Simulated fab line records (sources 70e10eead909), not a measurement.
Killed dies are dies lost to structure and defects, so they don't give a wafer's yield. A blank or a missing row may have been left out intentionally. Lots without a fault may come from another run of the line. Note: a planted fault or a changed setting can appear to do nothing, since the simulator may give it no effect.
What tool caused it? || flow nandHarc || 11 lots, 33 wafers sampled, at 4 steps of a route of 1302

WHAT EACH GAUGE READ, for each wafer
NHARC_A_CHANNEL_HOLE_D2_INSPECT_40.
{"lot": "L948", "measured": "day 14 08:11", "on": "defectInspect-01", "rawDefectCount": "276 345 339"}
{"lot": "L950", "measured": "day 15 01:25", "on": "defectInspect-02", "rawDefectCount": "321 296 314"}
{"lot": "L951", "measured": "day 15 09:43", "on": "defectInspect-02", "rawDefectCount": "372 275 231"}
{"lot": "L955", "measured": "day 17 00:25", "on": "defectInspect-02", "rawDefectCount": "263 355 497"}
{"lot": "L959", "measured": "day 18 18:29", "on": "defectInspect-02", "rawDefectCount": "1194 1190 1050"}
{"lot": "L961", "measured": "day 19 17:43", "on": "defectInspect-01", "rawDefectCount": "1127 1181 1110"}
{"lot": "L964", "measured": "day 21 13:59", "on": "defectInspect-01", "rawDefectCount": "240 194 246"}
{"lot": "L966", "measured": "day 22 02:19", "on": "defectInspect-01", "rawDefectCount": "296 242 328"}
{"lot": "L967", "measured": "day 22 12:14", "on": "defectInspect-01", "rawDefectCount": "327 189 180"}
{"lot": "L968", "measured": "day 22 22:29", "on": "defectInspect-01", "rawDefectCount": "282 263 292"}
{"lot": "L969", "measured": "day 23 15:38", "on": "defectInspect-01", "rawDefectCount": "243 282 201"}

TOOL THAT RAN EACH LOT (tool first, then ch and the chambers of the sampled wafers, then the start)
{"lot": "L948", "NHARC_A_CHANNEL_HOLE_D2_ETCH_16": "rieDiel-10 ch 0,1,3, day 14 02:36 or earlier", "NHARC_A_CHANNEL_HOLE_D2_ETCH_20": "harEtch-01 ch 0,1, day 14 02:36", "NHARC_A_CHANNEL_HOLE_D2_ETCH_22": "harEtch-01 ch 0,1, day 14 03:21"}
{"lot": "L950", "NHARC_A_CHANNEL_HOLE_D2_ETCH_16": "rieDiel-12 ch 0,2,3, day 14 15:44 or earlier", "NHARC_A_CHANNEL_HOLE_D2_ETCH_20": "harEtch-02 ch 0, day 14 15:44", "NHARC_A_CHANNEL_HOLE_D2_ETCH_22": "harEtch-02 ch 0, day 14 17:13"}
{"lot": "L951", "NHARC_A_CHANNEL_HOLE_D2_ETCH_16": "rieDiel-03 ch 0,2,3, day 15 04:07 or earlier", "NHARC_A_CHANNEL_HOLE_D2_ETCH_20": "harEtch-02 ch 0,1, day 15 04:07", "NHARC_A_CHANNEL_HOLE_D2_ETCH_22": "harEtch-02 ch 0,1, day 15 04:53"}
{"lot": "L955", "NHARC_A_CHANNEL_HOLE_D2_ETCH_16": "rieDiel-03 ch 0,3, day 16 18:52 or earlier", "NHARC_A_CHANNEL_HOLE_D2_ETCH_20": "harEtch-01 ch 0,1, day 16 18:52", "NHARC_A_CHANNEL_HOLE_D2_ETCH_22": "harEtch-01 ch 0,1, day 16 19:40"}
{"lot": "L959", "NHARC_A_CHANNEL_HOLE_D2_ETCH_16": "rieDiel-12 ch 1,3, day 18 13:01 or earlier", "NHARC_A_CHANNEL_HOLE_D2_ETCH_20": "harEtch-01 ch 0,1, day 18 13:01", "NHARC_A_CHANNEL_HOLE_D2_ETCH_22": "harEtch-01 ch 0,1, day 18 13:50"}
{"lot": "L961", "NHARC_A_CHANNEL_HOLE_D2_ETCH_16": "rieDiel-03 ch 0,2, day 19 12:07 or earlier", "NHARC_A_CHANNEL_HOLE_D2_ETCH_20": "harEtch-01 ch 0,1, day 19 12:07", "NHARC_A_CHANNEL_HOLE_D2_ETCH_22": "harEtch-01 ch 0,1, day 19 12:52"}
{"lot": "L964", "NHARC_A_CHANNEL_HOLE_D2_ETCH_16": "rieDiel-03 ch 0,1, day 21 08:31 or earlier", "NHARC_A_CHANNEL_HOLE_D2_ETCH_20": "harEtch-02 ch 0,1, day 21 08:31", "NHARC_A_CHANNEL_HOLE_D2_ETCH_22": "harEtch-02 ch 0,1, day 21 09:21"}
{"lot": "L966", "NHARC_A_CHANNEL_HOLE_D2_ETCH_16": "rieDiel-12 ch 0,1,2, day 21 20:44 or earlier", "NHARC_A_CHANNEL_HOLE_D2_ETCH_20": "harEtch-02 ch 0,1, day 21 20:44", "NHARC_A_CHANNEL_HOLE_D2_ETCH_22": "harEtch-02 ch 0,1, day 21 21:29"}
{"lot": "L967", "NHARC_A_CHANNEL_HOLE_D2_ETCH_16": "rieDiel-10 ch 1,2, day 22 06:42 or earlier", "NHARC_A_CHANNEL_HOLE_D2_ETCH_20": "harEtch-02 ch 0,1, day 22 06:42", "NHARC_A_CHANNEL_HOLE_D2_ETCH_22": "harEtch-02 ch 0,1, day 22 07:30"}
{"lot": "L968", "NHARC_A_CHANNEL_HOLE_D2_ETCH_16": "rieDiel-10 ch 0,1,2, day 22 16:56 or earlier", "NHARC_A_CHANNEL_HOLE_D2_ETCH_20": "harEtch-02 ch 0,1, day 22 16:56", "NHARC_A_CHANNEL_HOLE_D2_ETCH_22": "harEtch-02 ch 0,1, day 22 17:44"}
{"lot": "L969", "NHARC_A_CHANNEL_HOLE_D2_ETCH_16": "rieDiel-10 ch 0,2,3, day 23 10:04 or earlier", "NHARC_A_CHANNEL_HOLE_D2_ETCH_20": "harEtch-01 ch 0,1, day 23 10:04", "NHARC_A_CHANNEL_HOLE_D2_ETCH_22": "harEtch-01 ch 0,1, day 23 10:49"}
- NHARC_A_CHANNEL_HOLE_D2_ETCH_16: etches the open film in O2/COS, target depth 3100 nm, time 806 s.
- NHARC_A_CHANNEL_HOLE_D2_ETCH_20: etches the open film in C4F8/O2/Ar, time 361.9 s, target depth 1600 nm.
- NHARC_A_CHANNEL_HOLE_D2_ETCH_22: etches the open film in C4F8/O2/Ar, time 666.7 s, target depth 1600 nm.

THE ANSWER, worked out from the rows above alone
Rule: what is usual is taken from the lots themselves. The widest of any qualifying gaps counts: lots, ordered by their means at a reading, are off when they make up no more than a third of the lots, leave a main group of 4 or more, and stand apart from it by 3 or more times the standard deviation of that group's means. The tables above print the reading to a certain number of digits; a main group whose means all agree to those digits is not used. A lot without any number at a reading at which 4 lots or more have one is off too. Where the step has rows for the other lots, those lots are counted as sound.
Off: L959, L961, at NHARC_A_CHANNEL_HOLE_D2_INSPECT_40 (rawDefectCount). Main group: mean 285, sd 44.
A tool fits if, at a process step before that reading, it ran every lot that is off, and no sound lot after the first of them. The gauges at NHARC_A_CHANNEL_HOLE_D2_INSPECT_40 are tried like those tools. NHARC_A_CHANNEL_HOLE_D2_ETCH_16: start missing for some lots; hours and lot order therefore follow NHARC_A_CHANNEL_HOLE_D2_ETCH_20. No candidate that was tried fits.

WHAT WAS PUT IN BY THE SIMULATOR
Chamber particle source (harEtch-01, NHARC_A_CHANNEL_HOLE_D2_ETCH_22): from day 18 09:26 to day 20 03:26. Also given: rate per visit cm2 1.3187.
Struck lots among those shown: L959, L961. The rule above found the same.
